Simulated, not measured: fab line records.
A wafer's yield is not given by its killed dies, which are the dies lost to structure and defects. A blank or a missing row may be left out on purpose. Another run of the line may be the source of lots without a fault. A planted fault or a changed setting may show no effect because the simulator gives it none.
Comparing a struck lot with a sound one | flow n5-finfet | 41 steps out of a route of 1938
Sound: wafers L613.2, L613.3, L613.4. Struck: wafer L612.5. (L612.2, L612.4 of the same lot were not struck and are left out.) The cause comes at the end.
At each step with rows: each side's tool, then ch and its chambers, then its first start. Under that, the readings that differ: sound wafers | struck wafers | difference of the means | sigmas: that difference in standard deviations of wafers without a fault.
alike: words and numbers the same on both sides, and readings whose means are apart by under 2 such deviations; not compared: readings that were withheld, readings missing a value for some wafer, numbers with overlapping values and no deviation given by the record, and bounds like >300 which may hide the same value.
A row with sigmas, a row that says differs or no value, or rows on one side alone: a step with any of these is where the two part. Numbers that have no deviation but don't overlap get no sigmas and don't part them. Lack of a reading on every wafer of one side parts them only where that side has two or more wafers.

first, 1 step without rows for these wafers: N5_BEOL_M5_SRD_43 (time 30 s).
N5_BEOL_M5_CD_MEAS_35: target cd 28 nm, target cd y 24 nm.
  struck on cd-sem-01, day 11 04:50; sound on cd-sem-02, day 11 04:08
  alike: cd-nm
then, 7 steps without rows for these wafers: N5_BEOL_M5_CURE_80 (cures SiCOH lowk, time 120 s); N5_BEOL_M5_DEGAS_44 (time 60 s); N5_BEOL_M5_PRE_CLEAN_45 (time 30 s); N5_BEOL_M5_ALD_86 (deposits TaN, pulse time 2 s, purge time 3 s, co reactant purge time 2 s); N5_BEOL_M5_SURFACE_TREAT_87; N5_BEOL_M5_CVD_47 (deposits Co from CCTBA/H2, target thk 3 nm, time 216 s); N5_BEOL_M5_SPUTTER_48 (material Cu, target thk 15 nm, time 27.62 s).
N5_BEOL_M5_ANNEAL_49: time 1800 s.
  struck on pvd-sputter-02, day 11 07:51; sound on pvd-sputter-01, day 11 05:26
  alike: heater-power-w
N5_BEOL_M5_SPUTTER_81: material Cu, target thk 15 nm, time 27.62 s.
  struck on pvd-sputter-02, day 11 08:52; sound on pvd-sputter-01, day 11 06:26
  alike: substrate-temp-c, throttle-valve-pct
then, 1 step without rows for these wafers: N5_BEOL_M5_ANNEAL_82 (time 1800 s).
N5_BEOL_M5_SPUTTER_83: material Cu, target thk 15 nm, time 27.62 s.
  struck on pvd-sputter-02, day 11 09:57; sound on pvd-sputter-01, day 11 07:31
  alike: substrate-temp-c, throttle-valve-pct
N5_BEOL_M5_ANNEAL_84: time 1800 s.
  struck on pvd-sputter-02, day 11 10:02; sound on pvd-sputter-01, day 11 07:36
  alike: heater-power-w
then, 10 steps without rows for these wafers: N5_BEOL_M5_SPUTTER_88 (material Cu, target thk 15 nm, time 27.62 s); N5_BEOL_M5_ANNEAL_89 (time 1800 s); N5_BEOL_M5_SPUTTER_90 (material Cu, target thk 4.5 nm, time 8.29 s); N5_BEOL_M5_ECD_50 (material Cu, target thk 300 nm); N5_BEOL_M5_ANNEAL_51 (time 90 s); N5_BEOL_M5_CMP_52 (polishes, stops on SiCOH lowk, t overpolish 6.9 s, target thk 62 nm); N5_BEOL_M5_PRE_CLEAN_77 (time 15 s); N5_BEOL_M5_CO_CAP_78 (material Co, precursor CCTBA/H2, target thk 2 nm, time 102.1 s); N5_BEOL_M5_PRE_CLEAN_55 (time 15 s); N5_BEOL_M5_DEP_56 (deposits SiCN from 3MS/NH3, target thk 8 nm, time 14 s).
N5_BEOL_M5_RS_MEAS_57: measures by four-point-probe.
  struck on film-metro-02, day 11 13:12; sound on film-metro-01, day 11 10:47
  reading        | sound             | struck | difference | sigmas
  M5_RS (ohm/sq) | 0.371 0.375 0.378 | 0.417  | +0.042     | +3
then, 2 steps without rows for these wafers: N5_BEOL_M6_ILD_DEP_00 (deposits SiCOH lowk from DEMS/porogen, target thk 179.75 nm, time 33.4 s); N5_BEOL_M6_CURE_74 (cures SiCOH lowk, time 240 s).
N5_BEOL_M6_THK_MEAS_01:
  struck on film-metro-02, day 11 14:19; sound on film-metro-02, day 11 11:25
  alike: M6_ILD_THK
N5_BEOL_M6_PECVD_70: deposits SiO2 from TEOS/O2, target thk 20 nm, time 22.7 s.
  sound on pecvd-01 ch 0,1, day 11 11:28; struck on pecvd-01 ch 0, day 11 14:22
  alike: heater-power-outer-w, heater-power-w, rf-fwd-power-W, showerhead-plenum-p-Torr, throttle-valve-pct
  not compared: since-wet-clean-h
N5_BEOL_M6_HM_DEP_02: deposits TiN, target thk 20 nm.
  struck on pvd-sputter-03, day 11 15:18; sound on pvd-sputter-02, day 11 12:28
  alike: substrate-temp-c, throttle-valve-pct
then, 8 steps without rows for these wafers: N5_BEOL_M6_COAT_59 (time 60 s, resist thk 100 nm); N5_BEOL_M6_COAT_60 (time 60 s, resist thk 35 nm); N5_BEOL_M6_COAT_05 (resist thk 90 nm); N5_BEOL_M6_EBR_07; N5_BEOL_M6_SOFTBAKE_06 (time 60 s); N5_BEOL_M6_EXPOSE_08 (exposes mask M6); N5_BEOL_M6_PEB_09 (peb time 60 s); N5_BEOL_M6_DEVELOP_10 (develop time 30 s).
N5_BEOL_M6_CD_MEAS_11: target cd 38.5 nm.
  sound on cd-sem-03 ch 0, day 11 12:58; struck on cd-sem-01 ch 0, day 11 15:48
  alike: cd-nm
N5_BEOL_M6_OVL_MEAS_12:
  sound on overlay-01 ch 0, day 11 12:59; struck on overlay-02 ch 0, day 11 15:50
  alike: M6_OVL
-- record jumps: 3 days separate the struck wafers' starts on either side; left off in module BEOL_M6, taken up again in module PASSIVATION, whose first shown step is the route's number 1936 --
N5_PASSIVATION_PROBE_49:
  record: rows for the struck wafers here (prober-01, day 15 00:45), none for the sound ones

## WHERE THEY PART
Last at N5_PASSIVATION_PROBE_49 as far as this record goes, first at N5_BEOL_M5_RS_MEAS_57.

WHY: what the simulator had put in
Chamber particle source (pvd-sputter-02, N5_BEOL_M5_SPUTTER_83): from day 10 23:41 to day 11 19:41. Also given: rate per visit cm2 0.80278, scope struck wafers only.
